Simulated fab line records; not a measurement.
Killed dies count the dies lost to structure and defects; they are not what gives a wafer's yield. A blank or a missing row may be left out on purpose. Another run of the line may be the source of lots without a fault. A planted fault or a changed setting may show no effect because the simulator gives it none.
Chamber matching :: flow nand_harc :: rie_diel-02 running NHARC_P_CONTACT_ETCH_31: 4 sister chambers
The step etches the open film in CH3F/O2, target depth 30 nm, time 85.7 s. 14 wafers are shown with their chamber, then 7 later ones without.

## WAFERS WITH THEIR CHAMBER
wafer: L230.1
chamber: 1
drypump_motor_current_A (A): 6.0
rf_vpp_V (V): 246.5
bias_w (W): 99.96

wafer: L230.4
chamber: 0
drypump_motor_current_A (A): 6.3
rf_vpp_V (V): 242.5
bias_w (W): 99.44

wafer: L230.6
chamber: 1
drypump_motor_current_A (A): 6.0
rf_vpp_V (V): 245.3
bias_w (W): 99.81

wafer: L234.2
chamber: 1
drypump_motor_current_A (A): 6.0
rf_vpp_V (V): 245.2
bias_w (W): 100.39

wafer: L234.3
chamber: 0
drypump_motor_current_A (A): 6.3
rf_vpp_V (V): 241.1
bias_w (W): 99.96

wafer: L234.6
chamber: 0
drypump_motor_current_A (A): 6.3
rf_vpp_V (V): 242.4
bias_w (W): 100.07

wafer: L235.1
chamber: 3
drypump_motor_current_A (A): 4.7
rf_vpp_V (V): 247.6
bias_w (W): 100.61

wafer: L235.2
chamber: 2
drypump_motor_current_A (A): 6.3
rf_vpp_V (V): 243.0
bias_w (W): 99.70

wafer: L235.6
chamber: 3
drypump_motor_current_A (A): 4.7
rf_vpp_V (V): 245.7
bias_w (W): 100.20

wafer: L237.2
chamber: 1
drypump_motor_current_A (A): 6.0
rf_vpp_V (V): 247.8
bias_w (W): 100.10

wafer: L237.3
chamber: 2
drypump_motor_current_A (A): 6.3
rf_vpp_V (V): 243.2
bias_w (W): 100.18

wafer: L237.6
chamber: 1
drypump_motor_current_A (A): 6.0
rf_vpp_V (V): 246.3
bias_w (W): 99.88

wafer: L248.1
chamber: 3
drypump_motor_current_A (A): 4.7
rf_vpp_V (V): 248.2
bias_w (W): 100.16

wafer: L248.3
chamber: 0
drypump_motor_current_A (A): 6.2
rf_vpp_V (V): 241.8
bias_w (W): 100.08

SIGNATURES (means of the wafers above)
reading: drypump_motor_current_A
chamber 0: 6.275
chamber 1: 6.000
chamber 2: 6.300
chamber 3: 4.700
scatter within a chamber: 0.0274

reading: rf_vpp_V
chamber 0: 241.950
chamber 1: 246.220
chamber 2: 243.100
chamber 3: 247.167
scatter within a chamber: 0.956

reading: bias_w
chamber 0: 99.8875
chamber 1: 100.0280
chamber 2: 99.9400
chamber 3: 100.3233
scatter within a chamber: 0.269
Rule: a wafer lies at a distance from a chamber equal to the root of the sum of squares, over the readings, of (its reading less the chamber's mean, divided by the reading's scatter). If the next closest chamber is less than 2 further off than the closest, the wafer can't be placed; otherwise it belongs to the closest. The scatter is the square root of a quotient: the sum, over the shown wafers, of each reading's squared deviation from its chamber's mean, divided by wafers minus chambers.

## WAFERS WHOSE CHAMBER IS MISSING
wafer: L248.4
drypump_motor_current_A (A): 6.0
rf_vpp_V (V): 246.4
bias_w (W): 99.75

wafer: L249.1
drypump_motor_current_A (A): 6.0
rf_vpp_V (V): 245.1
bias_w (W): 99.85

wafer: L249.4
drypump_motor_current_A (A): 4.7
rf_vpp_V (V): 245.7
bias_w (W): 99.81

wafer: L249.5
drypump_motor_current_A (A): 6.3
rf_vpp_V (V): 240.8
bias_w (W): 100.05

wafer: L250.1
drypump_motor_current_A (A): 6.2
rf_vpp_V (V): 242.6
bias_w (W): 100.16

wafer: L250.4
drypump_motor_current_A (A): 4.7
rf_vpp_V (V): 247.6
bias_w (W): 99.88

wafer: L250.5
drypump_motor_current_A (A): 6.0
rf_vpp_V (V): 246.3
bias_w (W): 100.10

## WHICH CHAMBER EACH ONE RAN IN
wafer: L248.4
from the rows above: 1
in truth: 1

wafer: L249.1
from the rows above: 1
in truth: 1

wafer: L249.4
from the rows above: 3
in truth: 3

wafer: L249.5
from the rows above: can't be placed: 0 or 2
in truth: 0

wafer: L250.1
from the rows above: can't be placed: 0 or 2
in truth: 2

wafer: L250.4
from the rows above: 3
in truth: 3

wafer: L250.5
from the rows above: 1
in truth: 1
Correct placement for 5 of the 7. From these rows, 2 cannot be placed; in 2 the true chamber is one of the candidates. Wrongly placed: 0.
